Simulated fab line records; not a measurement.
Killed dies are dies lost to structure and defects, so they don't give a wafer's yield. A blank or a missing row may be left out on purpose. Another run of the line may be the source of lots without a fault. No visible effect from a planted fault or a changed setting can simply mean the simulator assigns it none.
Split-lot trial / flow n5 finfet / on a route of 1938 steps: 7 lots, 21 wafers read

THE SPLIT ITSELF
At N5_HKMG_FIN_ETCH_54 (etches SiARC in CF4, target depth 45.5 nm, time 75.8 s), the setting source w was moved away from the recipe's 545 W on 9 of the 21 wafers read, by -17.1% to +15.0%. This setting was run at the recipe's value on the other wafers.

The reading is taken at the split's own step.

THE READING
rf vpp V, in V, at N5_HKMG_FIN_ETCH_54 (etches SiARC in CF4, target depth 45.5 nm, time 75.8 s). A value of 184.1 V with a standard deviation of 1 V is what fault-free wafers of this fab line usually give.

wafer=L075.1; tool, chamber at the split=rie diel-01, 2; source w as run, W=545; against the recipe=recipe; rf vpp V, V=184.8; against lot-mates on the recipe=-
wafer=L075.2; tool, chamber at the split=rie diel-01, 1; source w as run, W=545; against the recipe=recipe; rf vpp V, V=184.4; against lot-mates on the recipe=-
wafer=L075.5; tool, chamber at the split=rie diel-01, 3; source w as run, W=626.8; against the recipe=+15.0%; rf vpp V, V=176.3; against lot-mates on the recipe=-8.3
wafer=L076.3; tool, chamber at the split=rie diel-05, 1; source w as run, W=451.8; against the recipe=-17.1%; rf vpp V, V=196.2; against lot-mates on the recipe=+10.6
wafer=L076.4; tool, chamber at the split=rie diel-05, 3; source w as run, W=451.8; against the recipe=-17.1%; rf vpp V, V=194.8; against lot-mates on the recipe=+9.2
wafer=L076.6; tool, chamber at the split=rie diel-05, 0; source w as run, W=545; against the recipe=recipe; rf vpp V, V=185.6; against lot-mates on the recipe=-
wafer=L082.1; tool, chamber at the split=rie diel-01, 2; source w as run, W=614.8; against the recipe=+12.8%; rf vpp V, V=175.4; against lot-mates on the recipe=-7.5
wafer=L082.4; tool, chamber at the split=rie diel-01, 0; source w as run, W=614.8; against the recipe=+12.8%; rf vpp V, V=175.4; against lot-mates on the recipe=-7.5
wafer=L082.6; tool, chamber at the split=rie diel-01, 0; source w as run, W=545; against the recipe=recipe; rf vpp V, V=182.9; against lot-mates on the recipe=-
wafer=L084.1; tool, chamber at the split=rie diel-01, 1; source w as run, W=545; against the recipe=recipe; rf vpp V, V=184.3; against lot-mates on the recipe=-
wafer=L084.3; tool, chamber at the split=rie diel-01, 2; source w as run, W=545; against the recipe=recipe; rf vpp V, V=183.2; against lot-mates on the recipe=-
wafer=L084.4; tool, chamber at the split=rie diel-01, 1; source w as run, W=545; against the recipe=recipe; rf vpp V, V=183.7; against lot-mates on the recipe=-
wafer=L086.2; tool, chamber at the split=rie diel-03, 1; source w as run, W=577.3; against the recipe=+5.9%; rf vpp V, V=180.3; against lot-mates on the recipe=-4.6
wafer=L086.3; tool, chamber at the split=rie diel-03, 2; source w as run, W=577.3; against the recipe=+5.9%; rf vpp V, V=180.1; against lot-mates on the recipe=-4.8
wafer=L086.6; tool, chamber at the split=rie diel-03, 1; source w as run, W=545; against the recipe=recipe; rf vpp V, V=184.9; against lot-mates on the recipe=-
wafer=L091.3; tool, chamber at the split=rie diel-01, 3; source w as run, W=545; against the recipe=recipe; rf vpp V, V=183.9; against lot-mates on the recipe=-
wafer=L091.4; tool, chamber at the split=rie diel-01, 0; source w as run, W=578.8; against the recipe=+6.2%; rf vpp V, V=179.5; against lot-mates on the recipe=-4.4
wafer=L091.6; tool, chamber at the split=rie diel-01, 1; source w as run, W=578.8; against the recipe=+6.2%; rf vpp V, V=179.6; against lot-mates on the recipe=-4.3
wafer=L096.1; tool, chamber at the split=rie diel-03, 2; source w as run, W=545; against the recipe=recipe; rf vpp V, V=184.5; against lot-mates on the recipe=-
wafer=L096.4; tool, chamber at the split=rie diel-03, 1; source w as run, W=545; against the recipe=recipe; rf vpp V, V=182.0; against lot-mates on the recipe=-
wafer=L096.5; tool, chamber at the split=rie diel-03, 1; source w as run, W=545; against the recipe=recipe; rf vpp V, V=184.4; against lot-mates on the recipe=-

THE FIT
A straight line over all 21 wafers: rf vpp V changes by -0.648 V for each +1% of source w; r = -0.98; the points scatter about the line by 0.93 V.
The same after taking each lot's own level away (the mean of its wafers on the recipe; 21 wafers): -0.591 V for each +1%; r = -0.99; scatter 0.7 V.
That fit puts the effect of the largest move of source w on the reading at 10 V.
The lots' own levels span 182.90 to 185.60 V, that is 2.7 times the standard deviation above.
Hence the lot-to-lot level has little effect on the slope; both slopes agree.
Check: with one of the wafers moved furthest among these (-17.1%) left out of the fit, the line predicts +9.63 V for it against its lot-mates. It came out at +10.6 V against them.
Tool readings at the split's step, against how far the setting was moved: etch rf on time s r = -0.96; rf vpp V r = -0.98.

OTHER SPLITS APPLIED TO THESE WAFERS
These wafers also went through other splits before the reading. Each is held against what the fit with the lots' levels taken away leaves over:
other split on the same wafers=N5_SDB_COAT_04 spin rpm; wafers away from the commonest value=8; r with rf vpp V (lot level and that fit taken away)=-0.01
other split on the same wafers=N5_HKMG_FIN_COAT_43 spin rpm; wafers away from the commonest value=7; r with rf vpp V (lot level and that fit taken away)=-0.25

THE WHOLE CHAIN: every reading that the file lists as answering this split, in the file's order
step=N5_HKMG_FIN_ETCH_54; what it does=etches SiARC in CF4, target depth 45.5 nm, time 75.8 s; reading=etch rf on time s; change (the file's fit)=withheld for each +1% of the setting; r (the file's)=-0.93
step=N5_HKMG_FIN_ETCH_54; what it does=etches SiARC in CF4, target depth 45.5 nm, time 75.8 s; reading=rf vpp V; change (the file's fit)=-0.589 V for each +1% of the setting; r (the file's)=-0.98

THE FILE'S OWN FIT
rf vpp V changes by -0.589 V for each +1% of source w, r = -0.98.
